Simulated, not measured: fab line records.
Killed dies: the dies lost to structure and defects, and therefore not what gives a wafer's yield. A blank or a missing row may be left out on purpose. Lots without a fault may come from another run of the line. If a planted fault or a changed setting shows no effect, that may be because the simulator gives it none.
Which tool did it?	flow nand-harc	Sampling: 24 lots, 72 wafers, 6 of 1302 route steps

## WHAT THE GAUGES READ, wafer by wafer
NHARC_A_STAIRCASE_INSPECT_155.
lot	measured	on	raw-defect-count
L074	day 18 03:16	defect-inspect-01	327 371 347
L075	day 18 10:48	defect-inspect-02	395 449 374
L076	day 19 09:34	defect-inspect-02	265 381 377
L078	day 19 09:49	defect-inspect-01	523 427 299
L079	day 20 10:11	defect-inspect-01	512 487 632
L080	day 20 15:51	defect-inspect-02	372 424 526
L077	day 20 15:37	defect-inspect-01	380 461 478
L081	day 21 18:50	defect-inspect-02	418 322 444
L083	day 22 02:14	defect-inspect-01	802 494 644
L082	day 22 02:43	defect-inspect-02	306 238 200
L084	day 22 13:53	defect-inspect-02	370 366 493
L085	day 22 12:49	defect-inspect-01	316 274 270
L086	day 23 09:26	defect-inspect-02	331 511 300
L087	day 23 07:31	defect-inspect-01	396 542 452
L088	day 23 20:20	defect-inspect-02	428 371 309
L089	day 23 19:52	defect-inspect-02	462 441 557
L090	day 24 04:35	defect-inspect-01	556 464 388
L092	day 25 10:26	defect-inspect-02	328 331 408
L091	day 25 11:02	defect-inspect-02	653 577 406
L094	day 26 21:39	defect-inspect-01	348 352 303
L093	day 26 21:28	defect-inspect-01	414 577 369
L095	day 27 05:56	defect-inspect-01	461 457 505
L096	day 27 05:43	defect-inspect-02	404 539 310
L097	day 27 15:13	defect-inspect-02	349 366 433

## WHICH TOOL RAN EACH LOT (tool, then ch and the chambers of the sampled wafers, then the start)
lot	NHARC_A_STAIRCASE_ETCH_273	NHARC_A_STAIRCASE_STRIP_274	NHARC_A_STAIRCASE_DEP_301	NHARC_A_STAIRCASE_DESCUM_312	NHARC_A_STAIRCASE_STRIP_446
L074	rie-diel-01 ch 1,3, day 15 23:16 or earlier	rie-diel-01 ch 2,3, day 15 23:16 or earlier	pecvd-01 ch 0,1, day 15 23:16	rie-diel-08 ch 1,2,3, day 16 00:13	plasma-asher-01 ch 0,1, day 18 00:40
L075	rie-diel-07 ch 0,2,3, day 16 01:32 or earlier	rie-diel-07 ch 2,3, day 16 01:32 or earlier	pecvd-04 ch 0,1,2, day 16 01:32	rie-diel-07 ch 2,3, day 16 02:30	plasma-asher-01 ch 0,1, day 18 07:53
L076	rie-diel-08 ch 1,3, day 17 09:38 or earlier	rie-diel-08 ch 0,1,2, day 17 09:38 or earlier	pecvd-01 ch 0,1,2, day 17 09:38	rie-diel-07 ch 0,1, day 17 10:34	plasma-asher-01 ch 0,1, day 19 06:59
L078	rie-diel-01 ch 1,3, day 17 13:39 or earlier	rie-diel-01 ch 0,2, day 17 13:39 or earlier	pecvd-01 ch 1,2, day 17 13:39	rie-diel-07 ch 0,3, day 17 14:38	plasma-asher-02 ch 0,1, day 19 07:13
L079	rie-diel-07 ch 0,1, day 18 03:40 or earlier	rie-diel-07 ch 0,3, day 18 03:40 or earlier	pecvd-01 ch 0,1,2, day 18 03:40	rie-diel-01 ch 0,1, day 18 04:34	plasma-asher-02 ch 0,1, day 20 07:34
L080	rie-diel-08 ch 0,1, day 18 15:29 or earlier	rie-diel-08 ch 0,2,3, day 18 15:29 or earlier	pecvd-04 ch 1,2, day 18 15:29	rie-diel-08 ch 0,2, day 18 16:34	plasma-asher-01 ch 0,1, day 20 13:07
L077	rie-diel-07 ch 0,2, day 18 15:46 or earlier	rie-diel-07 ch 0,1, day 18 15:46 or earlier	pecvd-02 ch 0,1, day 18 15:46	rie-diel-01 ch 0,1, day 18 16:43	plasma-asher-02 ch 0,1, day 20 13:07
L081	rie-diel-08 ch 0,1,2, day 19 15:19 or earlier	rie-diel-08 ch 1,2, day 19 15:19 or earlier	pecvd-04 ch 0,1,2, day 19 15:19	rie-diel-08 ch 0,1, day 19 16:16	plasma-asher-01 ch 0,1, day 21 16:17
L083	rie-diel-01 ch 1,3, day 19 20:29 or earlier	rie-diel-01 ch 0,3, day 19 20:29 or earlier	pecvd-02 ch 0,1, day 19 20:29	rie-diel-01 ch 0,1,3, day 19 21:27	plasma-asher-02 ch 0,1, day 21 23:22
L082	rie-diel-08 ch 0,2,3, day 19 22:45 or earlier	rie-diel-08 ch 0,2,3, day 19 22:45 or earlier	pecvd-01 ch 0,1,2, day 19 22:45	rie-diel-08 ch 0,1,3, day 19 23:42	plasma-asher-02 ch 0,1, day 21 23:56
L084	rie-diel-08 ch 0,1,3, day 20 12:53 or earlier	rie-diel-08 ch 0,2,3, day 20 12:53 or earlier	pecvd-04 ch 0,2, day 20 12:53	rie-diel-01 ch 0,1,3, day 20 13:58	plasma-asher-02 ch 0,1, day 22 11:17
L085	rie-diel-01 ch 0,1,3, day 20 12:52 or earlier	rie-diel-01 ch 0,1,3, day 20 12:52 or earlier	pecvd-02 ch 0,1, day 20 12:52	rie-diel-07 ch 1,3, day 20 13:49	plasma-asher-01 ch 0,1, day 22 10:14
L086	rie-diel-08 ch 0,2, day 21 02:53 or earlier	rie-diel-08 ch 0,1, day 21 02:53 or earlier	pecvd-04 ch 1,2, day 21 02:53	rie-diel-01 ch 0,2, day 21 03:45	plasma-asher-01 ch 0,1, day 23 06:39
L087	rie-diel-08 ch 0,1,2, day 21 06:40 or earlier	rie-diel-08 ch 0,1,3, day 21 06:40 or earlier	pecvd-01 ch 0,1,2, day 21 06:40	rie-diel-08 ch 1,2,3, day 21 07:38	plasma-asher-01 ch 0,1, day 23 04:51
L088	rie-diel-08 ch 0,2, day 21 16:25 or earlier	rie-diel-08 ch 0,2,3, day 21 16:25 or earlier	pecvd-04 ch 0,1,2, day 21 16:25	rie-diel-01 ch 0,1,2, day 21 17:20	plasma-asher-01 ch 0,1, day 23 17:32
L089	rie-diel-07 ch 0,3, day 21 18:45 or earlier	rie-diel-07 ch 1,3, day 21 18:45 or earlier	pecvd-02 ch 0,2, day 21 18:45	rie-diel-08 ch 1,2, day 21 19:45	plasma-asher-01 ch 0,1, day 23 17:18
L090	rie-diel-08 ch 0,1, day 22 05:57 or earlier	rie-diel-08 ch 2,3, day 22 05:57 or earlier	pecvd-04 ch 1,2, day 22 05:57	rie-diel-08 ch 0,1, day 22 06:48	plasma-asher-02 ch 0,1, day 24 02:04
L092	rie-diel-07 ch 1,2, day 23 02:31 or earlier	rie-diel-07 ch 1,2, day 23 02:31 or earlier	pecvd-04 ch 0,1,2, day 23 02:31	rie-diel-08 ch 1,2,3, day 23 03:25	plasma-asher-01 ch 0,1, day 25 07:59
L091	rie-diel-07 ch 1,2, day 23 09:51 or earlier	rie-diel-07 ch 1,3, day 23 09:51 or earlier	pecvd-04 ch 1,2, day 23 09:51	rie-diel-07 ch 1,2, day 23 10:49	plasma-asher-01 ch 0,1, day 25 08:25
L094	rie-diel-01 ch 1,2, day 24 13:59 or earlier	rie-diel-01 ch 1,2, day 24 13:59 or earlier	pecvd-01 ch 0,1,2, day 24 13:59	rie-diel-01 ch 0,1, day 24 14:53	plasma-asher-01 ch 0,1, day 26 19:04
L093	rie-diel-01 ch 0,2,3, day 24 18:24 or earlier	rie-diel-01 ch 1,2,3, day 24 18:24 or earlier	pecvd-01 ch 0,2, day 24 18:24	rie-diel-01 ch 0,1,2, day 24 19:23	plasma-asher-02 ch 0,1, day 26 18:53
L095	rie-diel-08 ch 0,1,2, day 25 03:39 or earlier	rie-diel-08 ch 0,1,2, day 25 03:39 or earlier	pecvd-01 ch 0,1,2, day 25 03:39	rie-diel-08 ch 1,3, day 25 04:58	plasma-asher-02 ch 0,1, day 27 03:18
L096	rie-diel-07 ch 0,1,2, day 25 04:41 or earlier	rie-diel-07 ch 0,2,3, day 25 04:41 or earlier	pecvd-01 ch 1,2, day 25 04:41	rie-diel-08 ch 0,1,2, day 25 05:42	plasma-asher-01 ch 0,1, day 27 03:07
L097	rie-diel-01 ch 0,1,2, day 25 14:00 or earlier	rie-diel-01 ch 0,1,3, day 25 14:00 or earlier	pecvd-01 ch 0,1,2, day 25 14:00	rie-diel-08 ch 0,1,2, day 25 14:52	plasma-asher-02 ch 0,1, day 27 12:37
- NHARC_A_STAIRCASE_ETCH_273: etches the open film in C4F8/O2/Ar, target depth 10200 nm, time 2468.6 s.
- NHARC_A_STAIRCASE_STRIP_274: strips in O2.
- NHARC_A_STAIRCASE_DEP_301: deposits SiON, target thk 30 nm.
- NHARC_A_STAIRCASE_DESCUM_312: chemistry O2, time 3 s.
- NHARC_A_STAIRCASE_STRIP_446: strips in O2.

## WHAT THE TOOLS THEMSELVES READ (means of the sampled wafers that have a number; where no wafer has one, the mark that the record gives instead)
NHARC_A_STAIRCASE_ETCH_273.
lot	tool	bias-w (W)	oes-product-au (a.u.)	rf-vpp-V (V)
L074	rie-diel-01	3004	0.948	1826
L075	rie-diel-07	3004	0.932	1830
L076	rie-diel-08	2995	0.928	1819
L078	rie-diel-01	3002	0.952	1817
L079	rie-diel-07	2998	0.922	1841
L080	rie-diel-08	3010	0.928	1823
L077	rie-diel-07	3002	0.916	1835
L081	rie-diel-08	2989	0.925	1822
L083	rie-diel-01	2992	0.926	1825
L082	rie-diel-08	2999	0.946	1820
L084	rie-diel-08	2999	0.936	1822
L085	rie-diel-01	3000	0.945	1821
L086	rie-diel-08	3000	0.940	1825
L087	rie-diel-08	3009	0.945	1820
L088	rie-diel-08	3002	0.924	1817
L089	rie-diel-07	2994	0.930	1822
L090	rie-diel-08	2999	0.943	1826
L092	rie-diel-07	3001	0.916	1837
L091	rie-diel-07	2991	0.917	1837
L094	rie-diel-01	3009	0.938	1840
L093	rie-diel-01	2997	0.947	1831
L095	rie-diel-08	2993	0.936	1820
L096	rie-diel-07	2998	0.917	1836
L097	rie-diel-01	3006	0.941	1834

NHARC_A_STAIRCASE_STRIP_274.
lot	tool	drypump-motor-current-A (A)	oes-product-au (a.u.)	rf-vpp-V (V)	showerhead-plenum-p-Torr (Torr)	throttle-valve-pct (%)
L074	rie-diel-01	5.8	1.002	58.1	3.69	17.036
L075	rie-diel-07	5.2	1.027	57.6	3.48	17.039
L076	rie-diel-08	5.6	1.001	57.2	3.46	17.044
L078	rie-diel-01	5.6	0.999	57.4	3.63	17.032
L079	rie-diel-07	4.8	0.993	57.2	3.55	17.042
L080	rie-diel-08	5.6	1.010	58.2	3.45	17.038
L077	rie-diel-07	5.1	0.990	58.4	3.68	17.038
L081	rie-diel-08	5.8	0.996	57.3	3.40	17.035
L083	rie-diel-01	5.3	1.001	57.9	3.57	17.048
L082	rie-diel-08	5.6	0.998	57.8	3.44	17.037
L084	rie-diel-08	5.6	1.012	58.2	3.44	17.041
L085	rie-diel-01	5.4	1.007	57.5	3.46	17.044
L086	rie-diel-08	5.4	0.995	57.7	3.47	17.038
L087	rie-diel-08	5.4	1.006	58.2	3.46	17.030
L088	rie-diel-08	5.6	0.999	57.3	3.43	17.039
L089	rie-diel-07	5.4	1.002	57.7	3.64	17.039
L090	rie-diel-08	6.0	1.003	56.9	3.35	17.038
L092	rie-diel-07	6.0	0.992	58.9	3.67	17.034
L091	rie-diel-07	5.3	0.994	57.7	3.63	17.034
L094	rie-diel-01	5.8	1.012	58.3	3.76	17.037
L093	rie-diel-01	5.7	1.004	58.9	3.69	17.040
L095	rie-diel-08	5.5	1.004	56.7	3.43	17.032
L096	rie-diel-07	5.2	0.980	57.7	3.53	17.039
L097	rie-diel-01	5.4	1.015	58.6	3.62	17.046

NHARC_A_STAIRCASE_DEP_301.
lot	tool	heater-power-outer-w (W)	heater-power-w (W)	showerhead-vpp-V (V)
L074	pecvd-01	452	771	1166
L075	pecvd-04	435	730	1102
L076	pecvd-01	444	736	1184
L078	pecvd-01	405	674	1202
L079	pecvd-01	415	700	1187
L080	pecvd-04	389	673	1125
L077	pecvd-02	446	746	1139
L081	pecvd-04	397	678	1100
L083	pecvd-02	486	832	1126
L082	pecvd-01	427	718	1183
L084	pecvd-04	454	759	1056
L085	pecvd-02	454	756	1140
L086	pecvd-04	375	654	1145
L087	pecvd-01	454	739	1196
L088	pecvd-04	414	693	1098
L089	pecvd-02	467	829	1116
L090	pecvd-04	395	662	1129
L092	pecvd-04	403	709	1109
L091	pecvd-04	377	654	1128
L094	pecvd-01	435	707	1185
L093	pecvd-01	495	772	1187
L095	pecvd-01	451	760	1182
L096	pecvd-01	417	708	1197
L097	pecvd-01	456	727	1195

NHARC_A_STAIRCASE_DESCUM_312.
lot	tool	drypump-motor-current-A (A)	oes-product-au (a.u.)	rf-vpp-V (V)	showerhead-plenum-p-Torr (Torr)	throttle-valve-pct (%)
L074	rie-diel-08	5.8	1.011	57.0	1.84	11.309
L075	rie-diel-07	5.2	1.024	57.1	1.89	11.315
L076	rie-diel-07	5.1	0.998	57.6	2.00	11.306
L078	rie-diel-07	4.8	0.981	58.6	1.93	11.311
L079	rie-diel-01	5.2	1.000	56.8	1.85	11.305
L080	rie-diel-08	5.7	0.997	58.6	1.86	11.328
L077	rie-diel-01	5.2	1.011	56.9	1.84	11.306
L081	rie-diel-08	5.4	0.996	58.0	1.88	11.308
L083	rie-diel-01	5.4	1.016	57.5	1.87	11.301
L082	rie-diel-08	5.4	1.004	57.4	1.87	11.310
L084	rie-diel-01	5.4	1.008	58.2	1.87	11.314
L085	rie-diel-07	5.0	1.010	57.8	1.90	11.315
L086	rie-diel-01	5.6	1.002	57.6	1.96	11.302
L087	rie-diel-08	5.8	1.004	56.9	1.83	11.310
L088	rie-diel-01	5.5	1.001	57.8	1.88	11.305
L089	rie-diel-08	5.8	0.999	57.6	1.83	11.308
L090	rie-diel-08	5.2	0.991	57.4	1.91	11.311
L092	rie-diel-08	5.8	0.998	57.0	1.83	11.307
L091	rie-diel-07	6.0	0.998	57.1	1.99	11.312
L094	rie-diel-01	5.2	1.016	57.5	1.93	11.305
L093	rie-diel-01	5.5	1.014	57.1	1.98	11.312
L095	rie-diel-08	5.7	1.001	56.8	1.83	11.321
L096	rie-diel-08	5.6	0.997	58.1	1.85	11.311
L097	rie-diel-08	5.5	0.988	57.8	1.85	11.315

NHARC_A_STAIRCASE_STRIP_446.
lot	tool	drypump-motor-current-A (A)	heater-power-w (W)
L074	plasma-asher-01	5.5	344
L075	plasma-asher-01	5.3	333
L076	plasma-asher-01	5.3	330
L078	plasma-asher-02	6.2	302
L079	plasma-asher-02	6.2	306
L080	plasma-asher-01	5.5	347
L077	plasma-asher-02	6.1	325
L081	plasma-asher-01	5.3	336
L083	plasma-asher-02	6.2	302
L082	plasma-asher-02	6.2	303
L084	plasma-asher-02	6.1	323
L085	plasma-asher-01	5.5	353
L086	plasma-asher-01	5.5	349
L087	plasma-asher-01	5.5	344
L088	plasma-asher-01	5.5	353
L089	plasma-asher-01	5.5	346
L090	plasma-asher-02	6.2	304
L092	plasma-asher-01	5.5	352
L091	plasma-asher-01	5.3	332
L094	plasma-asher-01	5.3	338
L093	plasma-asher-02	6.2	304
L095	plasma-asher-02	6.2	320
L096	plasma-asher-01	5.5	352
L097	plasma-asher-02	6.2	303

## THE ANSWER, worked out from the rows above alone
Rule: what is usual is taken from the lots themselves. Put in order of their means at a reading, lots are off if they are a third of the lots or fewer, leave a main group of 4 or more, and stand apart from it by a gap of 3 or more times the standard deviation of the main group's means; of several such gaps the widest counts. If all means in a main group match to the digits the tables above print for the reading, that group is not used. Also off: a lot with no number at a reading for which 4 or more lots have one. All remaining lots with rows at the step are treated as sound. Order of review: gauges by route order, followed by the tools' own readings, for which a lot's mean as printed above is used. At the first step where some lot is off, the reading lying furthest off is the one used; lots without a number count as furthest.
Nothing can be told from this: no lot is off at any reading shown.

## WHAT THE SIMULATOR HAD PUT IN
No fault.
